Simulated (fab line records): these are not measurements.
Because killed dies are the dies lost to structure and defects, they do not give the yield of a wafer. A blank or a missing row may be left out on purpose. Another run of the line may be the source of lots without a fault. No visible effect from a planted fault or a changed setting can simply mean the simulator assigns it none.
Comparing a struck lot with a sound one :: flow n5-finfet :: 17 steps out of a route of 1938
Sound: these wafers, L952.2, L952.3, L952.4. Struck: wafers L956.4, L956.6 (left out: L956.2, a lot-mate that was not struck); the cause follows at the end.
At each step with rows: each side's tool, then ch and its chambers, then its first start. Under that, the readings that differ: sound wafers :: struck wafers :: difference of the means :: sigmas: that difference in standard deviations of wafers without a fault.
alike: a reading whose means differ by less than 2 such deviations, as well as words and numbers matching on both sides. not compared: withheld readings; readings where some wafer has no value; bounds like >300 that might hide an equal value; numbers whose values overlap and for which the record gives no deviation.
Wherever a step has rows on one side only, a row that says differs or no value, or a row with sigmas, the two part there. When numbers do not overlap yet have no deviation, they are printed without sigmas and do not part them. A reading missing from all wafers of one side parts the sides only when that side holds two or more wafers.

first, 9 steps without rows for these wafers: N5_BEOL_M8_COAT_63 (time 60 s, resist thk 60 nm); N5_BEOL_M8_COAT_64 (time 60 s, resist thk 12 nm); N5_BEOL_M8_COAT_71 (time 60 s, resist thk 5 nm); N5_BEOL_M8_COAT_22 (resist thk 30 nm); N5_BEOL_M8_EBR_24; N5_BEOL_M8_SOFTBAKE_23 (time 60 s); N5_BEOL_M8_EXPOSE_25 (exposes mask V7, target cd 40 nm); N5_BEOL_M8_PEB_26 (peb time 60 s); N5_BEOL_M8_DEVELOP_27 (develop time 30 s).
N5_BEOL_M8_CD_MEAS_28: the cd target is 40 nm.
  sound on cd-sem-03 ch 0, day 11 22:00; struck on cd-sem-03 ch 0, day 12 20:14
  alike: cd-nm
N5_BEOL_M8_OVL_MEAS_29:
  sound on overlay-02 ch 0, day 11 22:02; struck on overlay-02 ch 0, day 12 20:16
  alike: V7_OVL
N5_BEOL_M8_INSPECT_30: inspects for defects (brightfield).
  sound on defect-inspect-01 at day 11 22:05; struck on defect-inspect-02 at day 12 20:19
  alike: raw-defect-count
N5_BEOL_M8_DESCUM_33: chemistry O2, time 7 s.
  sound on rie-diel-05 ch 0,1,2, day 11 22:07; struck on rie-diel-05 ch 0,3, day 12 20:21
reading: rf-vpp-V (V)
sound: 244.6 241.3 243.4
struck: 246.6 245.3
difference: +2.8
sigmas: +2

reading: model.CAR-EUV_of_BEOL_M8_COAT_22.thk-nm (nm)
sound: 26 26 26
struck: 27.4 27.6
difference: +1.5
sigmas: 
  alike: drypump-motor-current-A, oes-product-au, showerhead-plenum-p-Torr, throttle-valve-pct
  not compared: rf-hours-counter-h, model.BEOL_M8.cd-nm
N5_BEOL_M8_ETCH_72: etches underlayer in N2/H2, target depth 6.5 nm, time 5.2 s.
  sound on rie-diel-05 ch 0,1,2, day 11 22:10; struck on rie-diel-05 ch 0,3, day 12 20:23
  alike: drypump-motor-current-A, etch-rf-on-time-s, oes-product-au, rf-vpp-V, showerhead-plenum-p-Torr, throttle-valve-pct
  not compared: rf-hours-counter-h
N5_BEOL_M8_ETCH_65: etches SiARC in CF4, target depth 15.6 nm, time 26 s.
  sound on rie-diel-05 ch 0,1,2, day 11 22:11; struck on rie-diel-05 ch 0,3, day 12 20:24
reading: model.CAR-EUV_of_BEOL_M8_COAT_22.thk-nm (nm)
sound: 11.2 11 11
struck: 12.6 12.6
difference: +1.5
sigmas: 
  alike: drypump-motor-current-A, etch-rf-on-time-s, oes-product-au, rf-vpp-V, showerhead-plenum-p-Torr, throttle-valve-pct
  not compared: rf-hours-counter-h, model.BEOL_M8.cd-nm
N5_BEOL_M8_ETCH_66: etches SOC in N2/H2, target depth 80 nm, overetch 16 nm, time 120 s.
  sound on rie-diel-05 ch 0,1,2, day 11 22:12; struck on rie-diel-05 ch 0,3, day 12 20:26
  alike: drypump-motor-current-A, oes-product-au, rf-vpp-V, showerhead-plenum-p-Torr, throttle-valve-pct
  not compared: rf-hours-counter-h
after that, 1 step had no rows for these wafers: N5_PASSIVATION_PROBE_49.

## WHERE THEY PART
Only at N5_BEOL_M8_DESCUM_33, within this record. Later steps at which nothing parts them and some readings are alike: N5_BEOL_M8_ETCH_72, N5_BEOL_M8_ETCH_65, N5_BEOL_M8_ETCH_66.

WHY: what the simulator had put in
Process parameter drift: rie-diel-05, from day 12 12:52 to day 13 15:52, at N5_BEOL_M8_DESCUM_33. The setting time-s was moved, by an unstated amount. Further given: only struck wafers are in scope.
